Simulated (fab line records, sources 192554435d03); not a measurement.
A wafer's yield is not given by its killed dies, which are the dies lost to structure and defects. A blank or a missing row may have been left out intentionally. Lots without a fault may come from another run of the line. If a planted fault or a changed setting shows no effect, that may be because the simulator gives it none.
The tool behind it: which one? || flow n5 finfet || Sampling: 9 lots, 27 wafers, 7 of 1938 route steps

WHAT THE GAUGES SHOWED, per wafer
N5_FIN_SAQP_CD_MEAS_27: the cd target is 20 nm. Usual: cd nm 20.23 nm, standard deviation 0.26.
{"lot": "L442", "measured": "day 2 12:57", "on": "cd sem-01", "cd nm (nm)": "20.30 20.16 20.39", "flag": ""}
{"lot": "L444", "measured": "day 2 23:53", "on": "cd sem-03", "cd nm (nm)": "19.90 20.11 20.02", "flag": ""}
{"lot": "L445", "measured": "day 3 05:32", "on": "cd sem-01", "cd nm (nm)": "19.90 20.14 20.45", "flag": ""}
{"lot": "L453", "measured": "day 5 07:36", "on": "cd sem-03", "cd nm (nm)": "20.48 20.01 20.17", "flag": ""}
{"lot": "L454", "measured": "day 5 13:04", "on": "cd sem-02", "cd nm (nm)": "20.69 20.52 20.09", "flag": ""}
{"lot": "L455", "measured": "day 5 18:44", "on": "cd sem-03", "cd nm (nm)": "20.29 20.02 20.24", "flag": ""}
{"lot": "L460", "measured": "day 7 01:08", "on": "cd sem-01", "cd nm (nm)": "19.89 20.34 20.33", "flag": ""}
{"lot": "L461", "measured": "day 7 06:29", "on": "cd sem-02", "cd nm (nm)": "20.30 20.46 20.50", "flag": ""}
{"lot": "L463", "measured": "day 7 17:51", "on": "cd sem-02", "cd nm (nm)": "20.15 20.01 20.07", "flag": ""}

N5_FIN_SAQP_OCD_MEAS_76. Usual: trench depth nm 119.5 nm, standard deviation 2.2.
{"lot": "L442", "measured": "day 2 15:16", "on": "ocd-01", "trench depth nm (nm)": "120.0 121.1 121.6", "flag": ""}
{"lot": "L444", "measured": "day 3 02:43", "on": "ocd-01", "trench depth nm (nm)": "118.7 123.6 118.0", "flag": ""}
{"lot": "L445", "measured": "day 3 07:50", "on": "ocd-02", "trench depth nm (nm)": "115.8 121.5 121.0", "flag": ""}
{"lot": "L453", "measured": "day 5 10:23", "on": "ocd-01", "trench depth nm (nm)": "0.4 0.1 0", "flag": "OFF"}
{"lot": "L454", "measured": "day 5 15:11", "on": "ocd-01", "trench depth nm (nm)": "0 0 0", "flag": "OFF"}
{"lot": "L455", "measured": "day 5 21:07", "on": "ocd-01", "trench depth nm (nm)": "0.2 0.0 0", "flag": "OFF"}
{"lot": "L460", "measured": "day 7 03:34", "on": "ocd-02", "trench depth nm (nm)": "122.0 121.0 120.9", "flag": ""}
{"lot": "L461", "measured": "day 7 08:48", "on": "ocd-02", "trench depth nm (nm)": "120.0 120.5 117.9", "flag": ""}
{"lot": "L463", "measured": "day 7 20:10", "on": "ocd-02", "trench depth nm (nm)": "119.1 121.2 115.3", "flag": ""}

N5_BEOL_M4_RC_MEAS_101. Usual: DIBL_N 36.2 mV/V, standard deviation 1.7; DIBL_P 36.6 mV/V, standard deviation 1.9; IOFF_N 0.16 nA/um, standard deviation 0.032; IOFF_P 0.21 nA/um, standard deviation 0.037; ION_N 675 uA/um, standard deviation 12; ION_P 460 uA/um, standard deviation 8.1; SS_N 71.4 mV/dec, standard deviation 0.58; SS_P 73.4 mV/dec, standard deviation 0.64; VT_N 249 mV, standard deviation 3.2; VT_P -252 mV, standard deviation 3.4.
{"lot": "L442", "measured": "day 8 10:26", "on": "prober-01", "DIBL_N (mV/V)": "38.3 40.0 36.8", "DIBL_P (mV/V)": "38.3 40.5 37.0", "IOFF_N (nA/um)": "0.19 0.24 0.18", "IOFF_P (nA/um)": "0.26 0.31 0.24", "ION_N (uA/um)": "684 685 685", "ION_P (uA/um)": "460 469 466", "SS_N (mV/dec)": "71.3 72.7 71.6", "SS_P (mV/dec)": "74.0 74.1 73.1", "VT_N (mV)": "246 244 247", "VT_P (mV)": "-247 -242 -246", "flag": ""}
{"lot": "L444", "measured": "day 9 00:46", "on": "prober-02", "DIBL_N (mV/V)": "37.4 35.3 36.7", "DIBL_P (mV/V)": "37.4 34.8 36.8", "IOFF_N (nA/um)": "0.19 0.14 0.18", "IOFF_P (nA/um)": "0.21 0.17 0.20", "ION_N (uA/um)": "688 669 664", "ION_P (uA/um)": "468 454 457", "SS_N (mV/dec)": "71.5 71.3 72.4", "SS_P (mV/dec)": "73.3 73.3 73.7", "VT_N (mV)": "247 253 249", "VT_P (mV)": "-251 -255 -252", "flag": ""}
{"lot": "L445", "measured": "day 9 02:31", "on": "prober-02", "DIBL_N (mV/V)": "37.4 34.8 35.5", "DIBL_P (mV/V)": "38.4 34.5 35.5", "IOFF_N (nA/um)": "0.18 0.13 0.15", "IOFF_P (nA/um)": "0.23 0.16 0.18", "ION_N (uA/um)": "679 674 671", "ION_P (uA/um)": "467 461 458", "SS_N (mV/dec)": "71.6 70.8 70.8", "SS_P (mV/dec)": "74.6 73.0 73.6", "VT_N (mV)": "249 251 251", "VT_P (mV)": "-246 -251 -253", "flag": ""}
{"lot": "L460", "measured": "day 12 22:44", "on": "prober-02", "DIBL_N (mV/V)": "36.8 36.7 37.9", "DIBL_P (mV/V)": "36.1 35.8 37.3", "IOFF_N (nA/um)": "0.13 0.15 0.15", "IOFF_P (nA/um)": "0.19 0.18 0.20", "ION_N (uA/um)": "656 683 671", "ION_P (uA/um)": "448 457 461", "SS_N (mV/dec)": "71.4 71.7 71.1", "SS_P (mV/dec)": "72.4 72.7 73.7", "VT_N (mV)": "253 252 250", "VT_P (mV)": "-255 -256 -252", "flag": ""}
{"lot": "L461", "measured": "day 13 02:18", "on": "prober-02", "DIBL_N (mV/V)": "36.0 37.7 37.8", "DIBL_P (mV/V)": "35.2 37.2 37.0", "IOFF_N (nA/um)": "0.16 0.18 0.19", "IOFF_P (nA/um)": "0.22 0.24 0.25", "ION_N (uA/um)": "677 697 692", "ION_P (uA/um)": "469 471 472", "SS_N (mV/dec)": "70.8 71.9 71.6", "SS_P (mV/dec)": "73.1 73.8 73.7", "VT_N (mV)": "249 247 248", "VT_P (mV)": "-249 -246 -247", "flag": ""}
{"lot": "L463", "measured": "day 13 08:45", "on": "prober-02", "DIBL_N (mV/V)": "37.0 35.7 37.2", "DIBL_P (mV/V)": "35.9 34.2 37.3", "IOFF_N (nA/um)": "0.16 0.13 0.17", "IOFF_P (nA/um)": "0.21 0.19 0.23", "ION_N (uA/um)": "680 666 684", "ION_P (uA/um)": "465 460 469", "SS_N (mV/dec)": "71.2 69.8 71.0", "SS_P (mV/dec)": "72.9 72.2 73.9", "VT_N (mV)": "249 254 249", "VT_P (mV)": "-253 -250 -247", "flag": ""}

TOOL THAT RAN EACH LOT (tool first, then ch and the chambers of the sampled wafers, then the start)
{"lot": "L442", "N5_FIN_SAQP_RECESS_63": "vapor etch-01 ch 0,1, day 2 13:13", "N5_FIN_SAQP_STRIP_70": "rie diel-06 ch 1,2,3, day 2 13:46", "N5_FIN_SAQP_ETCH_34": "rie diel-04 ch 0,1,3, day 2 14:50", "N5_FIN_SAQP_HM_CD_35": "cd sem-02, day 2 14:59"}
{"lot": "L444", "N5_FIN_SAQP_RECESS_63": "vapor etch-01 ch 0,1, day 3 00:14", "N5_FIN_SAQP_STRIP_70": "rie diel-06 ch 1,2,3, day 3 00:55", "N5_FIN_SAQP_ETCH_34": "rie diel-06 ch 0,1,2, day 3 02:17", "N5_FIN_SAQP_HM_CD_35": "cd sem-03, day 3 02:26"}
{"lot": "L445", "N5_FIN_SAQP_RECESS_63": "vapor etch-02 ch 0,1, day 3 05:55", "N5_FIN_SAQP_STRIP_70": "rie diel-05 ch 0,2, day 3 06:20", "N5_FIN_SAQP_ETCH_34": "rie diel-06 ch 0,1,2, day 3 07:24", "N5_FIN_SAQP_HM_CD_35": "cd sem-02, day 3 07:33"}
{"lot": "L453", "N5_FIN_SAQP_RECESS_63": "vapor etch-02 ch 0, day 5 07:52", "N5_FIN_SAQP_STRIP_70": "rie diel-04 ch 0,1,2, day 5 08:25", "N5_FIN_SAQP_ETCH_34": "rie diel-04 ch 0,1,3, day 5 09:55", "N5_FIN_SAQP_HM_CD_35": "cd sem-02, day 5 10:04"}
{"lot": "L454", "N5_FIN_SAQP_RECESS_63": "vapor etch-02 ch 0,1, day 5 13:27", "N5_FIN_SAQP_STRIP_70": "rie diel-06 ch 0,2,3, day 5 13:53", "N5_FIN_SAQP_ETCH_34": "rie diel-06 ch 0,1, day 5 14:43", "N5_FIN_SAQP_HM_CD_35": "cd sem-03, day 5 14:52"}
{"lot": "L455", "N5_FIN_SAQP_RECESS_63": "vapor etch-01 ch 0,1, day 5 19:07", "N5_FIN_SAQP_STRIP_70": "rie diel-06 ch 0,2,3, day 5 19:40", "N5_FIN_SAQP_ETCH_34": "rie diel-06 ch 1,2, day 5 20:39", "N5_FIN_SAQP_HM_CD_35": "cd sem-01, day 5 20:48"}
{"lot": "L460", "N5_FIN_SAQP_RECESS_63": "vapor etch-01 ch 0,1, day 7 01:25", "N5_FIN_SAQP_STRIP_70": "rie diel-06 ch 0,3, day 7 01:57", "N5_FIN_SAQP_ETCH_34": "rie diel-04 ch 0,1,2, day 7 03:08", "N5_FIN_SAQP_HM_CD_35": "cd sem-01, day 7 03:17"}
{"lot": "L461", "N5_FIN_SAQP_RECESS_63": "vapor etch-02 ch 0,1, day 7 06:46", "N5_FIN_SAQP_STRIP_70": "rie diel-04 ch 0,1,2, day 7 07:19", "N5_FIN_SAQP_ETCH_34": "rie diel-05 ch 1,2,3, day 7 08:22", "N5_FIN_SAQP_HM_CD_35": "cd sem-03, day 7 08:31"}
{"lot": "L463", "N5_FIN_SAQP_RECESS_63": "vapor etch-01 ch 0,1, day 7 18:11", "N5_FIN_SAQP_STRIP_70": "rie diel-05 ch 0,1,2, day 7 18:45", "N5_FIN_SAQP_ETCH_34": "rie diel-04 ch 1,3, day 7 19:44", "N5_FIN_SAQP_HM_CD_35": "cd sem-02, day 7 19:53"}
- N5_FIN_SAQP_RECESS_63: chemistry HF/NH3, target SiO2, target depth 18 nm, afs cycles 3, sublimation time 60 s.
- N5_FIN_SAQP_STRIP_70: strips in N2/H2.
- N5_FIN_SAQP_ETCH_34: etches SiO2 in C4F6/O2, target depth 45 nm, time 15 s.
- N5_FIN_SAQP_HM_CD_35: target cd 8 nm.

WHAT THE TOOLS THEMSELVES READ (means of the sampled wafers that have a number; where no wafer has one, the mark that the record gives instead)
N5_FIN_SAQP_RECESS_63. Usual: drypump motor current A 5.95 A, standard deviation 0.14; foreline p Torr 0.1280 Torr, standard deviation 0.0004.
{"lot": "L442", "tool": "vapor etch-01", "drypump motor current A (A)": 6.06, "foreline p Torr (Torr)": 0.1279, "flag": ""}
{"lot": "L444", "tool": "vapor etch-01", "drypump motor current A (A)": 5.98, "foreline p Torr (Torr)": 0.1280, "flag": ""}
{"lot": "L445", "tool": "vapor etch-02", "drypump motor current A (A)": 5.82, "foreline p Torr (Torr)": 0.1276, "flag": ""}
{"lot": "L453", "tool": "vapor etch-02", "drypump motor current A (A)": 5.75, "foreline p Torr (Torr)": 0.1281, "flag": ""}
{"lot": "L454", "tool": "vapor etch-02", "drypump motor current A (A)": 5.91, "foreline p Torr (Torr)": 0.1282, "flag": ""}
{"lot": "L455", "tool": "vapor etch-01", "drypump motor current A (A)": 5.99, "foreline p Torr (Torr)": 0.1279, "flag": ""}
{"lot": "L460", "tool": "vapor etch-01", "drypump motor current A (A)": 5.98, "foreline p Torr (Torr)": 0.1278, "flag": ""}
{"lot": "L461", "tool": "vapor etch-02", "drypump motor current A (A)": 5.81, "foreline p Torr (Torr)": 0.1275, "flag": ""}
{"lot": "L463", "tool": "vapor etch-01", "drypump motor current A (A)": 5.99, "foreline p Torr (Torr)": 0.1279, "flag": ""}

N5_FIN_SAQP_STRIP_70. Usual: drypump motor current A 5.4 A, standard deviation 0.49; oes product au 0.78 a.u., standard deviation 0.078; power w 500.1 W, standard deviation 1.4; rf vpp V 121.7 V, standard deviation 1; showerhead plenum p Torr 3.34 Torr, standard deviation 0.13; throttle valve pct 19.1 %, standard deviation 0.38.
{"lot": "L442", "tool": "rie diel-06", "drypump motor current A (A)": 5.3, "oes product au (a.u.)": 0.75, "power w (W)": 501.0, "rf vpp V (V)": 121.7, "showerhead plenum p Torr (Torr)": 3.31, "throttle valve pct (%)": 19.4, "flag": ""}
{"lot": "L444", "tool": "rie diel-06", "drypump motor current A (A)": 5.3, "oes product au (a.u.)": 0.75, "power w (W)": 500.2, "rf vpp V (V)": 121.4, "showerhead plenum p Torr (Torr)": 3.31, "throttle valve pct (%)": 19.4, "flag": ""}
{"lot": "L445", "tool": "rie diel-05", "drypump motor current A (A)": 5.6, "oes product au (a.u.)": 0.93, "power w (W)": 500.1, "rf vpp V (V)": 122.7, "showerhead plenum p Torr (Torr)": 3.58, "throttle valve pct (%)": 18.9, "flag": ""}
{"lot": "L453", "tool": "rie diel-04", "drypump motor current A (A)": 6.0, "oes product au (a.u.)": 0.79, "power w (W)": 501.9, "rf vpp V (V)": 121.9, "showerhead plenum p Torr (Torr)": 3.34, "throttle valve pct (%)": 19.1, "flag": ""}
{"lot": "L454", "tool": "rie diel-06", "drypump motor current A (A)": 5.0, "oes product au (a.u.)": 0.74, "power w (W)": 499.1, "rf vpp V (V)": 121.6, "showerhead plenum p Torr (Torr)": 3.25, "throttle valve pct (%)": 19.1, "flag": ""}
{"lot": "L455", "tool": "rie diel-06", "drypump motor current A (A)": 5.0, "oes product au (a.u.)": 0.74, "power w (W)": 500.3, "rf vpp V (V)": 120.8, "showerhead plenum p Torr (Torr)": 3.25, "throttle valve pct (%)": 19.1, "flag": ""}
{"lot": "L460", "tool": "rie diel-06", "drypump motor current A (A)": 4.8, "oes product au (a.u.)": 0.74, "power w (W)": 499.0, "rf vpp V (V)": 121.0, "showerhead plenum p Torr (Torr)": 3.20, "throttle valve pct (%)": 18.8, "flag": ""}
{"lot": "L461", "tool": "rie diel-04", "drypump motor current A (A)": 5.9, "oes product au (a.u.)": 0.77, "power w (W)": 499.7, "rf vpp V (V)": 121.6, "showerhead plenum p Torr (Torr)": 3.33, "throttle valve pct (%)": 19.1, "flag": ""}
{"lot": "L463", "tool": "rie diel-05", "drypump motor current A (A)": 5.5, "oes product au (a.u.)": 0.86, "power w (W)": 498.5, "rf vpp V (V)": 121.6, "showerhead plenum p Torr (Torr)": 3.45, "throttle valve pct (%)": 18.9, "flag": ""}

N5_FIN_SAQP_ETCH_34. Usual: C4F6_flow_sccm 9.998 sccm, standard deviation 0.029; O2_flow_sccm 10.00 sccm, standard deviation 0.031; drypump motor current A 5.6 A, standard deviation 0.5; etch rf on time s 15.01 s, standard deviation 0.28; oes product au 0.67 a.u., standard deviation 0.064; rf vpp V 659 V, standard deviation 10; showerhead plenum p Torr 2.84 Torr, standard deviation 0.099; throttle valve pct 21.15 %, standard deviation 0.25.
{"lot": "L442", "tool": "rie diel-04", "C4F6_flow_sccm (sccm)": 9.980, "O2_flow_sccm (sccm)": 10.01, "drypump motor current A (A)": 5.6, "etch rf on time s (s)": 15.09, "oes product au (a.u.)": 0.66, "rf vpp V (V)": 666, "showerhead plenum p Torr (Torr)": 2.86, "throttle valve pct (%)": 21.01, "flag": ""}
{"lot": "L444", "tool": "rie diel-06", "C4F6_flow_sccm (sccm)": 9.965, "O2_flow_sccm (sccm)": 9.96, "drypump motor current A (A)": 5.2, "etch rf on time s (s)": 14.91, "oes product au (a.u.)": 0.67, "rf vpp V (V)": 658, "showerhead plenum p Torr (Torr)": 2.83, "throttle valve pct (%)": 21.21, "flag": ""}
{"lot": "L445", "tool": "rie diel-06", "C4F6_flow_sccm (sccm)": 10.021, "O2_flow_sccm (sccm)": 10.00, "drypump motor current A (A)": 5.2, "etch rf on time s (s)": 14.95, "oes product au (a.u.)": 0.66, "rf vpp V (V)": 656, "showerhead plenum p Torr (Torr)": 2.83, "throttle valve pct (%)": 21.23, "flag": ""}
{"lot": "L453", "tool": "rie diel-04", "C4F6_flow_sccm (sccm)": "-", "O2_flow_sccm (sccm)": "-", "drypump motor current A (A)": "-", "etch rf on time s (s)": "-", "oes product au (a.u.)": "-", "rf vpp V (V)": "-", "showerhead plenum p Torr (Torr)": "-", "throttle valve pct (%)": "-", "flag": "OFF"}
{"lot": "L454", "tool": "rie diel-06", "C4F6_flow_sccm (sccm)": "-", "O2_flow_sccm (sccm)": "-", "drypump motor current A (A)": "-", "etch rf on time s (s)": "-", "oes product au (a.u.)": "-", "rf vpp V (V)": "-", "showerhead plenum p Torr (Torr)": "-", "throttle valve pct (%)": "-", "flag": "OFF"}
{"lot": "L455", "tool": "rie diel-06", "C4F6_flow_sccm (sccm)": "-", "O2_flow_sccm (sccm)": "-", "drypump motor current A (A)": "-", "etch rf on time s (s)": "-", "oes product au (a.u.)": "-", "rf vpp V (V)": "-", "showerhead plenum p Torr (Torr)": "-", "throttle valve pct (%)": "-", "flag": "OFF"}
{"lot": "L460", "tool": "rie diel-04", "C4F6_flow_sccm (sccm)": 9.999, "O2_flow_sccm (sccm)": 10.01, "drypump motor current A (A)": 6.0, "etch rf on time s (s)": 15.15, "oes product au (a.u.)": 0.66, "rf vpp V (V)": 661, "showerhead plenum p Torr (Torr)": 2.81, "throttle valve pct (%)": 21.09, "flag": ""}
{"lot": "L461", "tool": "rie diel-05", "C4F6_flow_sccm (sccm)": 9.990, "O2_flow_sccm (sccm)": 10.00, "drypump motor current A (A)": 5.6, "etch rf on time s (s)": 15.28, "oes product au (a.u.)": 0.70, "rf vpp V (V)": 654, "showerhead plenum p Torr (Torr)": 2.83, "throttle valve pct (%)": 20.93, "flag": ""}
{"lot": "L463", "tool": "rie diel-04", "C4F6_flow_sccm (sccm)": 9.941, "O2_flow_sccm (sccm)": 9.98, "drypump motor current A (A)": 5.3, "etch rf on time s (s)": 14.91, "oes product au (a.u.)": 0.65, "rf vpp V (V)": 664, "showerhead plenum p Torr (Torr)": 2.81, "throttle valve pct (%)": 21.13, "flag": ""}

N5_FIN_SAQP_HM_CD_35. Usual: cd nm 8.13 nm, standard deviation 0.25.
{"lot": "L442", "tool": "cd sem-02", "cd nm (nm)": 8.08, "flag": ""}
{"lot": "L444", "tool": "cd sem-03", "cd nm (nm)": 8.12, "flag": ""}
{"lot": "L445", "tool": "cd sem-02", "cd nm (nm)": 8.14, "flag": ""}
{"lot": "L453", "tool": "cd sem-02", "cd nm (nm)": "-", "flag": "OFF"}
{"lot": "L454", "tool": "cd sem-03", "cd nm (nm)": "-", "flag": "OFF"}
{"lot": "L455", "tool": "cd sem-01", "cd nm (nm)": "-", "flag": "OFF"}
{"lot": "L460", "tool": "cd sem-01", "cd nm (nm)": 7.86, "flag": ""}
{"lot": "L461", "tool": "cd sem-03", "cd nm (nm)": 8.27, "flag": ""}
{"lot": "L463", "tool": "cd sem-02", "cd nm (nm)": 8.00, "flag": ""}

THE ANSWER, worked out from the rows above alone
Rule: a lot counts as off when the mean over its wafers that have a number is more than 3 standard deviations away from the usual mean. Also off: a lot with no number at a reading for which 4 or more lots have one. All remaining lots with rows at the step are treated as sound. Order of review: gauges by route order, followed by the tools' own readings, for which a lot's mean as printed above is used. The first step at which some lot is off is used, and at that step the reading that is off furthest; a lot without a number counts as furthest.
Off, at N5_FIN_SAQP_OCD_MEAS_76 on trench depth nm: L453, L454, L455.
A tool fits if, at a process step before that reading, it ran every lot that is off, and no sound lot after the first of them. The gauges at N5_FIN_SAQP_OCD_MEAS_76 aren't tried: what is off there is off at N5_FIN_SAQP_ETCH_34 too, on other tools, and a gauge's error can't cause that. No candidate that was tried fits.

WHAT THE SIMULATOR HAD PUT IN
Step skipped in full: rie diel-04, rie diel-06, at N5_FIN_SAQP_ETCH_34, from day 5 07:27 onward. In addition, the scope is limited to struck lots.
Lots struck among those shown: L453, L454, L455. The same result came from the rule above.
